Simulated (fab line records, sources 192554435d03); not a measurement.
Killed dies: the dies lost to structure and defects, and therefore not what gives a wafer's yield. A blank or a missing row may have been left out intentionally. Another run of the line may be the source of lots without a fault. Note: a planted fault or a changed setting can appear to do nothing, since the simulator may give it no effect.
Struck lot and sound lot, side by side + flow n5 finfet + 36 steps out of a route of 1938
Sound: wafers L142.1, L142.2, L142.5. Struck: wafer L156.2 (L156.3, L156.6, from the same lot, were not struck and are left out); the cause is given at the end.
For every step that has rows: the tool of each side, followed by ch and its chambers, followed by its first start. Under that, the readings that differ: sound wafers + struck wafers + difference of the means + sigmas: that difference in standard deviations of wafers without a fault.
alike: a reading whose means differ by less than 2 such deviations, as well as words and numbers matching on both sides. not compared: withheld readings; readings where some wafer has no value; bounds like >300 that might hide an equal value; numbers whose values overlap and for which the record gives no deviation.
The two part at a step that has a row with sigmas, a row that says differs or no value, or rows on one side only. Numbers that have no deviation but don't overlap get no sigmas and don't part them. A reading that every wafer of one side lacks parts them only if that side has two wafers or more.

first, 9 steps without rows for these wafers: N5_FIN_SAQP_PRECLEAN_42 (cleans in O3/DIW, time 60 s); N5_FIN_SAQP_PRECLEAN_00 (cleans in SC1, time 60 s); N5_FIN_SAQP_PRECLEAN_44 (cleans in SC2, time 45 s); N5_FIN_SAQP_SRD_01 (time 30 s); N5_FIN_SAQP_ALD_61 (deposits SiO2, target thk 4 nm, pulse time 1 s, purge time 2 s); N5_FIN_SAQP_DENSIFY_62 (time 60 s); N5_FIN_SAQP_HM_DEP_03 (deposits SiNx from SiH4/NH3/N2, target thk 38 nm, time 33.6 s); N5_FIN_SAQP_PECVD_47 (deposits a-Si from SiH4/He, target thk 45 nm, time 36.3 s); N5_FIN_SAQP_PECVD_48 (deposits SiNx from SiH4/NH3/N2, target thk 25 nm, time 22.1 s).
N5_FIN_SAQP_PECVD_06: deposits a-Si from SiH4/He, target thk 60 nm, time 48.1 s.
  sound on pecvd-02 ch 0,1, day 1 21:06; struck on pecvd-02 ch 1, day 5 08:40
| reading                                     | sound             | struck | difference | sigmas |
|---------------------------------------------|-------------------|--------|------------|--------|
| model.a-Si_of_FIN_SAQP_PECVD_06.thk nm (nm) | 59.42 59.02 59.75 | 64.91  | +5.51      |        |
  alike: chamber pressure Torr, heater power w, showerhead plenum p Torr, throttle valve pct
N5_FIN_SAQP_THK_MEAS_07:
  sound on film metro-01 at day 1 21:11; struck on film metro-01 at day 5 08:45
| reading     | sound          | struck | difference | sigmas |
|-------------|----------------|--------|------------|--------|
| thk nm (nm) | 59.4 59.0 59.7 | 64.9   | +5.5       | +5     |
then, 15 steps without rows for these wafers: N5_FIN_SAQP_HM_DEP_72 (deposits SiO2 from SiH4/N2O, target thk 12 nm, time 7.2 s); N5_FIN_SAQP_COAT_49 (time 60 s, resist thk 100 nm); N5_FIN_SAQP_COAT_50 (time 60 s, resist thk 35 nm); N5_FIN_SAQP_COAT_10 (resist thk 90 nm); N5_FIN_SAQP_EBR_12; N5_FIN_SAQP_SOFTBAKE_11 (time 60 s); N5_FIN_SAQP_EXPOSE_13 (exposes mask FIN CORE, target cd 35.6 nm); N5_FIN_SAQP_PEB_14 (peb time 60 s); N5_FIN_SAQP_DEVELOP_15 (develop time 30 s); N5_FIN_SAQP_DESCUM_21 (chemistry O2, time 7.9 s); N5_FIN_SAQP_ETCH_51 (etches SiARC in CF4, target depth 45.5 nm, time 75.8 s); N5_FIN_SAQP_ETCH_52 (etches SOC in N2/H2, target depth 100 nm, overetch 20 nm, time 150 s); N5_FIN_SAQP_STRIP_53 (strips in N2/H2); N5_FIN_SAQP_HM_OPEN_73 (chemistry CHF3/O2, target SiO2, stops on a-Si, target depth 12 nm, time 16.8 s); N5_FIN_SAQP_STRIP_74 (strips in CHF3/O2).
N5_FIN_SAQP_MANDREL_ETCH_22: etches a-Si in HBr/Cl2, stops on SiNx, target depth 60 nm, bt time 10 s, time 30 s.
  sound on rie si-01 ch 0,3, day 1 22:04; struck on rie si-05 ch 2, day 5 09:46
| reading                  | sound             | struck | difference | sigmas |
|--------------------------|-------------------|--------|------------|--------|
| oes product au (a.u.)    | 0.762 0.751 0.771 | 0.816  | +0.055     | +5     |
| model.etch.depth nm (nm) | 59.42 59.02 59.75 | 64.91  | +5.51      |        |
  alike: HBr_flow_sccm, chamber pressure mTorr, drypump motor current A, mfc cl2 sccm, throttle valve pct
  not compared: rf hours counter h
then, 5 steps without rows for these wafers: N5_FIN_SAQP_STRIP_55 (strips in N2/H2); N5_FIN_SAQP_STRIP_23 (strips in SPM, time 750 s); N5_FIN_SAQP_SRD_66 (time 30 s); N5_FIN_SAQP_RECESS_75 (chemistry HF/NH3, target SiO2, target depth 14.4 nm, afs cycles 3, sublimation time 60 s); N5_FIN_SAQP_SPACER1_ALD_24 (deposits SiO2, target thk 20.3 nm, pulse time 1 s, purge time 2 s).
N5_FIN_SAQP_SPACER1_ETCHBACK_25: etches SiO2 in CHF3/O2, target depth 24.4 nm, time 12.2 s.
  sound on rie diel-01 ch 2,3, day 1 23:38; struck on rie diel-05 ch 0, day 5 11:33
| reading                                     | sound          | struck | difference | sigmas |
|---------------------------------------------|----------------|--------|------------|--------|
| model.a-Si_of_FIN_SAQP_PECVD_06.thk nm (nm) | 58.4 58.2 58.8 | 64     | +6         |        |
  alike: CHF3_flow_sccm, chamber pressure mTorr, drypump motor current A, oes_o_777_au, oes product au, rf vpp V, showerhead plenum p Torr, throttle valve pct
  not compared: rf hours counter h
then, 1 step without rows for these wafers: N5_FIN_SAQP_MANDREL1_REMOVE_56 (chemistry HBr/Cl2/O2, target a-Si, stops on SiNx, bt time 10 s).
-- the record jumps here: 7 days lie between the struck wafers' starts before and after (it left off in module FIN_SAQP and takes up again in module BEOL_M4, whose first step shown is number 1111 of the route) --
N5_BEOL_M4_RC_MEAS_101:
  sound on prober-01 ch 0, day 8 12:03; struck on prober-01 ch 0, day 12 12:50
  alike: DIBL_N, DIBL_P, IOFF_N, IOFF_P, ION_N, ION_P, SS_N, SS_P, VT_N, VT_P
after that, 1 step had no rows for these wafers: N5_PASSIVATION_PROBE_49.

== WHERE THEY PART ==
At N5_FIN_SAQP_THK_MEAS_07 first; at N5_FIN_SAQP_MANDREL_ETCH_22 last (within this record only). Later steps at which nothing parts them and some readings are alike: N5_FIN_SAQP_SPACER1_ETCHBACK_25, N5_BEOL_M4_RC_MEAS_101.

WHY: what the simulator had put in
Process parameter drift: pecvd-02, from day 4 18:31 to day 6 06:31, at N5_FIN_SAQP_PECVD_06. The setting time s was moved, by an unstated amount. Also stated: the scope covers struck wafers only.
